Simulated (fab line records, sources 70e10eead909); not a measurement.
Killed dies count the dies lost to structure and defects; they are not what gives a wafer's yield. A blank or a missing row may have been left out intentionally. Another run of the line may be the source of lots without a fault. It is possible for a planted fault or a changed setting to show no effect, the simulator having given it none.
fab line records / flow nand_harc / part 2 of 2: steps 41 to 41 of 41
record lots=6 wafers=18 last_day=30
route steps=1302 shown A_M1@1180 A_BONDPAD@1202 END@1302
lots that met no fault: taken from a fault-free run of the same line
start_h: the number of hours between the record's first day and the start of the first shown wafer of the lot / wait_h: hours from the lot's prior step to this one / " the same as in the row above / L1.1+2: a row that stands for several wafers / - no value present, or no start provided / * or withheld: withheld / < > ~ a bound
route shown NAME@n: names a module that has steps shown in the file, with the first one's number in the route / usual: mean and standard deviation over wafers with no fault / same: alike in all rows / chamber/n: place in a boat / sites: readings site by site / _std_site: the standard deviation of these / _edge_site: inner sites' mean taken away from outer sites' mean / radius_mm: how far each site lies from the wafer's centre / mask NAME#n: copy n / behind: the tool/chamber that last shaped the wafer / hold: why the lot went on hold/how many hours it stayed there/how the hold came to an end / device: the n, p or np transistor that did not switch / end of line: the same wafers' tests at the end of the route / a step without rows: its recipe alone / killed: not the wafer's yield, but the dies lost to structure and defects at the first sort / map: a wafer's dies, x killed, . not, _ none there
set.NAME: setting as actually run; set.NAME@STEP: the setting as run at that earlier step / model.NAME: the simulator's own value behind a step, which no gauge read
lots seen at some steps along the route; tables by step, rows by wafer
services: from which hour (start_h, from the record's first day; less than 0 if before it) a tool's chamber was out of use, for how many hours, and why
## steps
# step NHARC_END_SORT_01
# recipe temp_c=25
# usual defect_limited_yield=92.3/2.7 killed_at_array=47/18 killed_at_other=0.9/1.1 killed_at_periphery=4/3.1 killed_dies=52/18 killed_open=3.1/1.5 killed_short=2.4/1.5 sort_bin_2_pct=2.7/1.2 sort_bin_3_pct=0.6/0.38 sort_bin_4_pct=4.5/1.5 sort_n_pass=625/18 sort_rim_yield_pct=89/4.5 sort_yield_pct=92.3/2.7
# same gross_dies=677 sort_bin_5_pct[%]=0 sort_bin_6_pct[%]=0 sort_bin_7_pct[%]=0 sort_bin_8_pct[%]=0 sort_rim_n_gross=106.00
lot.wafer=L937.1 tool=prober-01 chamber=0 start_h=663.13 wait_h=2.5 hold=- defect_limited_yield[%]=91.9 killed_at_array=49 killed_at_other=2 killed_at_periphery=4 killed_dies=55 killed_open=2 killed_short=5 sort_bin_2_pct[%]=3.0 sort_bin_3_pct[%]=0.4 sort_bin_4_pct[%]=4.7 sort_n_pass=622 sort_rim_yield_pct[%]=88 sort_yield_pct[%]=91.9
lot.wafer=L937.2 tool=prober-01 chamber=0 start_h=663.94 wait_h=2.8 hold=- defect_limited_yield[%]=91.7 killed_at_array=46 killed_at_other=0 killed_at_periphery=10 killed_dies=56 killed_open=3 killed_short=1 sort_bin_2_pct[%]=3.0 sort_bin_3_pct[%]=0.6 sort_bin_4_pct[%]=4.7 sort_n_pass=621 sort_rim_yield_pct[%]=84 sort_yield_pct[%]=91.7
lot.wafer=L937.6 tool=prober-01 chamber=0 start_h=667.17 wait_h=4.0 hold=- defect_limited_yield[%]=91.6 killed_at_array=46 killed_at_other=4 killed_at_periphery=7 killed_dies=57 killed_open=4 killed_short=4 sort_bin_2_pct[%]=2.4 sort_bin_3_pct[%]=1.2 sort_bin_4_pct[%]=4.9 sort_n_pass=620 sort_rim_yield_pct[%]=87 sort_yield_pct[%]=91.6
lot.wafer=L938.1 tool=prober-01 chamber=0 start_h=685.22 wait_h=2.5 hold=- defect_limited_yield[%]=94.8 killed_at_array=34 killed_at_other=0 killed_at_periphery=1 killed_dies=35 killed_open=3 killed_short=3 sort_bin_2_pct[%]=2.1 sort_bin_3_pct[%]=0.1 sort_bin_4_pct[%]=3.0 sort_n_pass=642 sort_rim_yield_pct[%]=93 sort_yield_pct[%]=94.8
lot.wafer=L938.3 tool=prober-01 chamber=0 start_h=686.83 wait_h=3.1 hold=- defect_limited_yield[%]=95.3 killed_at_array=29 killed_at_other=2 killed_at_periphery=1 killed_dies=32 killed_open=3 killed_short=4 sort_bin_2_pct[%]=1.0 sort_bin_3_pct[%]=0.3 sort_bin_4_pct[%]=3.4 sort_n_pass=645 sort_rim_yield_pct[%]=91 sort_yield_pct[%]=95.3
lot.wafer=L938.5 tool=prober-01 chamber=0 start_h=688.43 wait_h=3.7 hold=- defect_limited_yield[%]=95.3 killed_at_array=32 killed_at_other=0 killed_at_periphery=0 killed_dies=32 killed_open=4 killed_short=1 sort_bin_2_pct[%]=1.6 sort_bin_3_pct[%]=0.3 sort_bin_4_pct[%]=2.8 sort_n_pass=645 sort_rim_yield_pct[%]=95 sort_yield_pct[%]=95.3
lot.wafer=L939.1 tool=prober-02 chamber=0 start_h=685.26 wait_h=2.5 hold=- defect_limited_yield[%]=92.2 killed_at_array=50 killed_at_other=1 killed_at_periphery=2 killed_dies=53 killed_open=4 killed_short=1 sort_bin_2_pct[%]=2.7 sort_bin_3_pct[%]=0.7 sort_bin_4_pct[%]=4.4 sort_n_pass=624 sort_rim_yield_pct[%]=87 sort_yield_pct[%]=92.2
lot.wafer=L939.2 tool=prober-02 chamber=0 start_h=686.06 wait_h=2.8 hold=- defect_limited_yield[%]=91.3 killed_at_array=55 killed_at_other=1 killed_at_periphery=3 killed_dies=59 killed_open=4 killed_short=2 sort_bin_2_pct[%]=3.5 sort_bin_3_pct[%]=0.7 sort_bin_4_pct[%]=4.4 sort_n_pass=618 sort_rim_yield_pct[%]=84 sort_yield_pct[%]=91.3
lot.wafer=L939.5 tool=prober-02 chamber=0 start_h=688.47 wait_h=3.7 hold=- defect_limited_yield[%]=93.2 killed_at_array=45 killed_at_other=0 killed_at_periphery=1 killed_dies=46 killed_open=3 killed_short=0 sort_bin_2_pct[%]=2.2 sort_bin_3_pct[%]=0.3 sort_bin_4_pct[%]=4.3 sort_n_pass=631 sort_rim_yield_pct[%]=88 sort_yield_pct[%]=93.2
lot.wafer=L940.2 tool=prober-02 chamber=0 start_h=704.59 wait_h=2.8 hold=- defect_limited_yield[%]=92.6 killed_at_array=48 killed_at_other=0 killed_at_periphery=2 killed_dies=50 killed_open=2 killed_short=4 sort_bin_2_pct[%]=2.2 sort_bin_3_pct[%]=0.4 sort_bin_4_pct[%]=4.7 sort_n_pass=627 sort_rim_yield_pct[%]=96 sort_yield_pct[%]=92.6
lot.wafer=L940.5 tool=prober-02 chamber=0 start_h=706.97 wait_h=3.7 hold=- defect_limited_yield[%]=94.7 killed_at_array=29 killed_at_other=0 killed_at_periphery=7 killed_dies=36 killed_open=2 killed_short=2 sort_bin_2_pct[%]=1.0 sort_bin_3_pct[%]=0.6 sort_bin_4_pct[%]=3.7 sort_n_pass=641 sort_rim_yield_pct[%]=91 sort_yield_pct[%]=94.7
lot.wafer=L940.6 tool=prober-02 chamber=0 start_h=707.77 wait_h=4.0 hold=- defect_limited_yield[%]=92.9 killed_at_array=44 killed_at_other=0 killed_at_periphery=4 killed_dies=48 killed_open=4 killed_short=2 sort_bin_2_pct[%]=2.7 sort_bin_3_pct[%]=0.6 sort_bin_4_pct[%]=3.8 sort_n_pass=629 sort_rim_yield_pct[%]=97 sort_yield_pct[%]=92.9
lot.wafer=L942.2 tool=prober-02 chamber=0 start_h=712.39 wait_h=2.8 hold=await_dispo/3.5h/release defect_limited_yield[%]=0 killed_at_array=666 killed_at_other=0 killed_at_periphery=11 killed_dies=677 killed_open=2 killed_short=5 sort_bin_2_pct[%]=91.7 sort_bin_3_pct[%]=0.9 sort_bin_4_pct[%]=7.4 sort_n_pass=0 sort_rim_yield_pct[%]=0 sort_yield_pct[%]=0
lot.wafer=L942.5 tool=prober-02 chamber=0 start_h=714.78 wait_h=3.7 hold=await_dispo/3.5h/release defect_limited_yield[%]=87.1 killed_at_array=73 killed_at_other=1 killed_at_periphery=13 killed_dies=87 killed_open=4 killed_short=1 sort_bin_2_pct[%]=4.4 sort_bin_3_pct[%]=0.9 sort_bin_4_pct[%]=7.5 sort_n_pass=590 sort_rim_yield_pct[%]=92 sort_yield_pct[%]=87.1
lot.wafer=L942.6 tool=prober-02 chamber=0 start_h=715.58 wait_h=4.0 hold=await_dispo/3.5h/release defect_limited_yield[%]=0 killed_at_array=666 killed_at_other=0 killed_at_periphery=11 killed_dies=677 killed_open=5 killed_short=1 sort_bin_2_pct[%]=94.7 sort_bin_3_pct[%]=0.9 sort_bin_4_pct[%]=4.4 sort_n_pass=0 sort_rim_yield_pct[%]=0 sort_yield_pct[%]=0
lot.wafer=L943.2 tool=prober-01 chamber=0 start_h=714.86 wait_h=2.8 hold=await_dispo/10.2h/release defect_limited_yield[%]=0 killed_at_array=673 killed_at_other=1 killed_at_periphery=3 killed_dies=677 killed_open=2 killed_short=2 sort_bin_2_pct[%]=94.8 sort_bin_3_pct[%]=0.3 sort_bin_4_pct[%]=4.9 sort_n_pass=0 sort_rim_yield_pct[%]=0 sort_yield_pct[%]=0
lot.wafer=L943.5 tool=prober-01 chamber=0 start_h=717.30 wait_h=3.8 hold=await_dispo/10.2h/release defect_limited_yield[%]=0 killed_at_array=669 killed_at_other=5 killed_at_periphery=3 killed_dies=677 killed_open=3 killed_short=3 sort_bin_2_pct[%]=95.4 sort_bin_3_pct[%]=0.3 sort_bin_4_pct[%]=4.3 sort_n_pass=0 sort_rim_yield_pct[%]=0 sort_yield_pct[%]=0
lot.wafer=L943.6 tool=prober-01 chamber=0 start_h=718.12 wait_h=4.1 hold=await_dispo/10.2h/release defect_limited_yield[%]=93.8 killed_at_array=39 killed_at_other=2 killed_at_periphery=1 killed_dies=42 killed_open=2 killed_short=3 sort_bin_2_pct[%]=1.5 sort_bin_3_pct[%]=0.4 sort_bin_4_pct[%]=4.3 sort_n_pass=635 sort_rim_yield_pct[%]=87 sort_yield_pct[%]=93.8
# killed by level:class
L937.1 A_SLIT:chamber_film_flake=22 A_CHANNEL_HOLE_D1:chamber_film_flake=8 A_STAIRCASE:chamber_film_flake=4 A_ONON_D1:geometric_particle:short=3 P_ZERO_WELL:chamber_film_flake=3 A_ZERO_WELL:chamber_film_flake=2 A_DECK1_JOINT:chamber_film_flake=2 THIN_TSV:chamber_film_flake=2
L937.2 A_SLIT:chamber_film_flake=25 A_STAIRCASE:chamber_film_flake=7 A_CHANNEL_HOLE_D1:chamber_film_flake=6 P_GATE:chamber_film_flake=3 P_M0:chamber_film_flake=3 A_CONTACT:chamber_film_flake=3 P_ZERO_WELL:chamber_film_flake=2 P_M0:geometric_particle:open=1
L937.6 A_SLIT:chamber_film_flake=23 A_STAIRCASE:chamber_film_flake=6 A_CHANNEL_HOLE_D1:chamber_film_flake=4 A_CONTACT:chamber_film_flake=4 A_ONON_D1:geometric_particle:short=2 A_ONON_D1:geometric_particle:open=2 P_STI:chamber_film_flake=2 P_GATE:chamber_film_flake=2
L938.1 A_CHANNEL_HOLE_D2:chamber_film_flake=13 A_CHANNEL_HOLE_D1:chamber_film_flake=5 A_WL_FILL:chamber_film_flake=3 A_CONTACT:chamber_film_flake=3 A_STAIRCASE:chamber_film_flake=2 A_ONON_D1:geometric_particle:short=1 A_CHANNEL_FILL_D1:geometric_particle:short=1 A_CHANNEL_FILL_D1:geometric_particle:open=1
L939.1 A_CHANNEL_HOLE_D1:chamber_film_flake=15 A_CHANNEL_HOLE_D2:chamber_film_flake=14 A_SLIT:chamber_film_flake=7 A_CONTACT:chamber_film_flake=5 A_CHANNEL_FILL_D1:geometric_particle:open=2 A_CHANNEL_FILL_D2:chamber_film_flake=2 P_M0:geometric_particle:short=1 A_ONON_D2:geometric_particle:open=1
L939.2 A_CHANNEL_HOLE_D2:chamber_film_flake=24 A_CHANNEL_HOLE_D1:chamber_film_flake=16 A_DECK1_JOINT:chamber_film_flake=3 A_STAIRCASE:chamber_film_flake=3 A_SLIT:chamber_film_flake=2 P_GATE:geometric_particle:open=1 A_ONON_D1:geometric_particle:short=1 A_DECK1_JOINT:geometric_particle:open=1
L938.3 A_CHANNEL_HOLE_D2:chamber_film_flake=12 A_CHANNEL_HOLE_D1:chamber_film_flake=3 A_CHANNEL_FILL_D1:geometric_particle:short=2 A_BLC:geometric_particle:open=2 A_SLIT:chamber_film_flake=2 A_CONTACT:chamber_film_flake=2 THIN_TSV:chamber_film_flake=2 A_ONON_D1:geometric_particle:short=1
L938.5 A_CHANNEL_HOLE_D2:chamber_film_flake=14 A_SLIT:chamber_film_flake=4 A_SGD_CUT:geometric_particle:open=2 A_CHANNEL_HOLE_D1:chamber_film_flake=2 A_DECK1_JOINT:chamber_film_flake=2 A_ONON_D1:geometric_particle:open=1 A_CHANNEL_FILL_D1:geometric_particle:open=1 A_ONON_D2:geometric_particle:short=1
L939.5 A_CHANNEL_HOLE_D2:chamber_film_flake=19 A_CHANNEL_HOLE_D1:chamber_film_flake=14 A_WL_FILL:chamber_film_flake=3 A_CHANNEL_FILL_D1:geometric_particle:open=2 A_CONTACT:chamber_film_flake=2 A_SGD_CUT:geometric_particle:open=1 P_STI:chamber_film_flake=1 A_CHANNEL_FILL_D1:chamber_film_flake=1
L940.2 A_CHANNEL_HOLE_D1:chamber_film_flake=32 A_STAIRCASE:chamber_film_flake=5 A_SOURCE_PLATE:geometric_particle:short=1 A_DECK1_JOINT:geometric_particle:open=1 A_CHANNEL_HOLE_D2:geometric_particle:short=1 A_SGD_CUT:geometric_particle:open=1 A_WL_FILL:geometric_particle:short=1 A_BONDPAD:geometric_particle:short=1
L940.5 A_CHANNEL_HOLE_D1:chamber_film_flake=15 P_GATE:chamber_film_flake=4 A_SLIT:chamber_film_flake=3 P_STI:chamber_film_flake=2 A_CHANNEL_FILL_D2:chamber_film_flake=2 A_STAIRCASE:chamber_film_flake=2 A_BONDPAD:chamber_film_flake=2 P_M0:geometric_particle:open=1
L940.6 A_CHANNEL_HOLE_D1:chamber_film_flake=29 A_SLIT:chamber_film_flake=3 A_STAIRCASE:chamber_film_flake=3 A_BONDPAD:chamber_film_flake=2 P_CONTACT:geometric_particle:open=1 P_M0:geometric_particle:open=1 A_CHANNEL_HOLE_D1:geometric_particle:open=1 A_CHANNEL_FILL_D1:geometric_particle:open=1
L942.2 A_M1:area_pvd=594 A_CHANNEL_HOLE_D1:chamber_film_flake=37 A_CHANNEL_HOLE_D2:chamber_film_flake=15 A_CONTACT:chamber_film_flake=10 P_CONTACT:chamber_film_flake=7 A_SLIT:chamber_film_flake=3 A_DECK1_JOINT:geometric_particle:short=2 P_GATE:geometric_particle:open=1
L942.5 A_CHANNEL_HOLE_D1:chamber_film_flake=33 A_CHANNEL_HOLE_D2:chamber_film_flake=16 A_CONTACT:chamber_film_flake=8 P_CONTACT:chamber_film_flake=7 A_STAIRCASE:chamber_film_flake=6 A_SLIT:chamber_film_flake=5 P_GATE:chamber_film_flake=3 P_CONTACT:geometric_particle:open=1
L943.2 A_M1:area_pvd=626 A_CHANNEL_HOLE_D2:chamber_film_flake=17 A_SLIT:chamber_film_flake=9 A_CHANNEL_HOLE_D1:chamber_film_flake=9 A_CHANNEL_FILL_D2:chamber_film_flake=3 A_CONTACT:chamber_film_flake=2 P_M1:geometric_particle:short=1 A_CHANNEL_HOLE_D2:geometric_particle:open=1
L942.6 A_M1:area_pvd=621 A_CHANNEL_HOLE_D1:chamber_film_flake=14 A_CHANNEL_HOLE_D2:chamber_film_flake=14 A_CONTACT:chamber_film_flake=8 P_CONTACT:chamber_film_flake=4 P_ZERO_WELL:chamber_film_flake=3 P_M2:chamber_film_flake=3 A_M0:geometric_particle:open=2
L943.5 A_M1:area_pvd=624 A_CHANNEL_HOLE_D2:chamber_film_flake=17 A_CHANNEL_HOLE_D1:chamber_film_flake=11 A_SLIT:chamber_film_flake=4 THIN_TSV:chamber_film_flake=4 P_GATE:chamber_film_flake=3 A_STAIRCASE:chamber_film_flake=3 A_CHANNEL_FILL_D2:chamber_film_flake=2
L943.6 A_CHANNEL_HOLE_D2:chamber_film_flake=15 A_CHANNEL_HOLE_D1:chamber_film_flake=11 A_STAIRCASE:chamber_film_flake=4 A_CONTACT:chamber_film_flake=3 THIN_TSV:chamber_film_flake=2 P_STI:geometric_particle:open=1 A_CHANNEL_FILL_D1:geometric_particle:short=1 A_DECK1_JOINT:geometric_particle:short=1
# map L942.2 (x killed, . not)
____________x____________
_________xxxxxxx_________
_______xxxxxxxxxxx_______
______xxxxxxxxxxxxx______
_____xxxxxxxxxxxxxxx_____
____xxxxxxxxxxxxxxxxx____
____xxxxxxxxxxxxxxxxx____
___xxxxxxxxxxxxxxxxxxx___
___xxxxxxxxxxxxxxxxxxx___
__xxxxxxxxxxxxxxxxxxxxx__
__xxxxxxxxxxxxxxxxxxxxx__
_xxxxxxxxxxxxxxxxxxxxxxx_
_xxxxxxxxxxxxxxxxxxxxxxx_
_xxxxxxxxxxxxxxxxxxxxxxx_
_xxxxxxxxxxxxxxxxxxxxxxx_
_xxxxxxxxxxxxxxxxxxxxxxx_
xxxxxxxxxxxxxxxxxxxxxxxxx
xxxxxxxxxxxxxxxxxxxxxxxxx
xxxxxxxxxxxxxxxxxxxxxxxxx
xxxxxxxxxxxxxxxxxxxxxxxxx
xxxxxxxxxxxxxxxxxxxxxxxxx
_xxxxxxxxxxxxxxxxxxxxxxx_
_xxxxxxxxxxxxxxxxxxxxxxx_
_xxxxxxxxxxxxxxxxxxxxxxx_
_xxxxxxxxxxxxxxxxxxxxxxx_
_xxxxxxxxxxxxxxxxxxxxxxx_
__xxxxxxxxxxxxxxxxxxxxx__
__xxxxxxxxxxxxxxxxxxxxx__
___xxxxxxxxxxxxxxxxxxx___
___xxxxxxxxxxxxxxxxxxx___
____xxxxxxxxxxxxxxxxx____
____xxxxxxxxxxxxxxxxx____
_____xxxxxxxxxxxxxxx_____
______xxxxxxxxxxxxx______
_______xxxxxxxxxxx_______
_________xxxxxxx_________
____________x____________
# map L943.2 (x killed, . not)
____________x____________
_________xxxxxxx_________
_______xxxxxxxxxxx_______
______xxxxxxxxxxxxx______
_____xxxxxxxxxxxxxxx_____
____xxxxxxxxxxxxxxxxx____
____xxxxxxxxxxxxxxxxx____
___xxxxxxxxxxxxxxxxxxx___
___xxxxxxxxxxxxxxxxxxx___
__xxxxxxxxxxxxxxxxxxxxx__
__xxxxxxxxxxxxxxxxxxxxx__
_xxxxxxxxxxxxxxxxxxxxxxx_
_xxxxxxxxxxxxxxxxxxxxxxx_
_xxxxxxxxxxxxxxxxxxxxxxx_
_xxxxxxxxxxxxxxxxxxxxxxx_
_xxxxxxxxxxxxxxxxxxxxxxx_
xxxxxxxxxxxxxxxxxxxxxxxxx
xxxxxxxxxxxxxxxxxxxxxxxxx
xxxxxxxxxxxxxxxxxxxxxxxxx
xxxxxxxxxxxxxxxxxxxxxxxxx
xxxxxxxxxxxxxxxxxxxxxxxxx
_xxxxxxxxxxxxxxxxxxxxxxx_
_xxxxxxxxxxxxxxxxxxxxxxx_
_xxxxxxxxxxxxxxxxxxxxxxx_
_xxxxxxxxxxxxxxxxxxxxxxx_
_xxxxxxxxxxxxxxxxxxxxxxx_
__xxxxxxxxxxxxxxxxxxxxx__
__xxxxxxxxxxxxxxxxxxxxx__
___xxxxxxxxxxxxxxxxxxx___
___xxxxxxxxxxxxxxxxxxx___
____xxxxxxxxxxxxxxxxx____
____xxxxxxxxxxxxxxxxx____
_____xxxxxxxxxxxxxxx_____
______xxxxxxxxxxxxx______
_______xxxxxxxxxxx_______
_________xxxxxxx_________
____________x____________
## services
tool=pecvd-02 chamber=- start_h=609.10 hours=0.8 kind=repair
tool=rie_diel-11 chamber=- start_h=609.50 hours=9.0 kind=pm
tool=cmp-04 chamber=- start_h=610.11 hours=4.0 kind=pm
tool=rie_diel-02 chamber=3 start_h=610.42 hours=14.1 kind=repair
tool=pecvd-04 chamber=1 start_h=612.02 hours=3.6 kind=repair
tool=rie_diel-08 chamber=2 start_h=617.62 hours=14.2 kind=repair
tool=cmp-03 chamber=- start_h=619.62 hours=1.4 kind=repair
tool=rie_diel-11 chamber=3 start_h=621.92 hours=5.1 kind=repair
tool=cmp-02 chamber=- start_h=626.05 hours=4.0 kind=pm
tool=pecvd-04 chamber=- start_h=631.26 hours=13.0 kind=pm
tool=cmp-02 chamber=- start_h=631.80 hours=1.5 kind=repair
tool=rie_diel-11 chamber=1 start_h=634.95 hours=1.9 kind=repair
tool=rie_diel-01 chamber=1 start_h=638.37 hours=6.7 kind=repair
tool=cmp-01 chamber=- start_h=643.81 hours=3.6 kind=repair
tool=rie_diel-07 chamber=- start_h=648.20 hours=9.0 kind=pm
tool=cmp-03 chamber=- start_h=652.00 hours=4.0 kind=pm
tool=rie_diel-08 chamber=0 start_h=656.34 hours=8.3 kind=repair
tool=rie_diel-07 chamber=3 start_h=657.39 hours=7.4 kind=repair
tool=cmp-04 chamber=- start_h=661.17 hours=1.6 kind=repair
tool=cmp-04 chamber=- start_h=666.23 hours=2.9 kind=repair
tool=rie_diel-07 chamber=1 start_h=666.89 hours=9.8 kind=repair
tool=rie_diel-05 chamber=2 start_h=671.64 hours=5.2 kind=repair
tool=cmp-01 chamber=- start_h=675.73 hours=4.0 kind=pm
tool=cmp-01 chamber=- start_h=679.73 hours=- kind=consumable_replace:conditioner
## key
first_sign step=NHARC_END_SORT_01 reading=sort_bin_2_pct direction=up sigmas=77 usual=2.7 struck=94.2
effect step=NHARC_END_SORT_01 reading=killed_at_array direction=up sigmas=35 usual=47 struck=668
more_kills_born_at NHARC_A_M1_PVD_21@pvd_sputter-01=2465
met_at NHARC_A_M1_PVD_21
struck_wafers L942.2,L942.6,L943.2,L943.5
later_rows_left_out L942.2,L942.6,L943.2,L943.5
onset_between 671.81 674.40
fault kind=process_parameter_drift tool=pvd_sputter-01 chamber=- onset_h=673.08 steps=NHARC_A_M1_PVD_21 channel=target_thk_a offset=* shape=step end_h=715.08 acts_in=* stated=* scope=struck_wafers_only
# later_rows_left_out: the simulator's readings of these wafers behind a module that went badly wrong aren't trusted and aren't shown, but for the sort
